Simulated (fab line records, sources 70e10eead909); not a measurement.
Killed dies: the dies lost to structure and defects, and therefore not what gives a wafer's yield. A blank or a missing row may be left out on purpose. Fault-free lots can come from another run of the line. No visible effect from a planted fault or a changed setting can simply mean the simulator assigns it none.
Matching of chambers ; flow nand harc ; pecvd-02 running NHARC_A_M0_DEP_32: 3 sister chambers
The step deposits SiCN, target thk 30 nm. 6 wafers are shown with their chamber, then 9 later ones without.

## WAFERS WITH THEIR CHAMBER
wafer;chamber;heater power w (W)
L629.1;2;579
L629.3;0;506
L629.6;1;585
L634.1;0;434
L634.3;2;616
L634.5;1;561

## WAFERS WITHOUT THEIR CHAMBER
wafer;heater power w (W)
L633.1;510
L633.2;557
L633.4;546
L636.1;475
L636.3;587
L636.5;477
L644.2;614
L644.3;514
L644.4;411

## WHICH CHAMBER EACH WENT THROUGH
wafer;from the rows above;in truth
L633.1;can't be placed: 0 or 1 or 2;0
L633.2;can't be placed: 1 or 2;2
L633.4;can't be placed: 1 or 2 or 0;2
L636.1;0;0
L636.3;can't be placed: 2 or 1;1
L636.5;0;0
L644.2;can't be placed: 2 or 1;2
L644.3;can't be placed: 0 or 1 or 2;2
L644.4;0;0
3 of 9 placed correctly. Cannot be placed on the basis of these rows: 6; the candidates contain the true chamber in 6. Wrongly placed: 0.
How it was worked out, from the rows above alone: a wafer's distance from a chamber is the root of the sum, over the readings, of the square of ((its reading less the chamber's mean) divided by the reading's scatter). If the next closest chamber is less than 2 further off than the closest, the wafer can't be placed; otherwise it belongs to the closest. Each chamber's mean is taken over the wafers shown for it. The scatter: take each reading less its chamber's mean, square it, sum over the shown wafers, divide by the number of wafers less the number of chambers, and take the root.
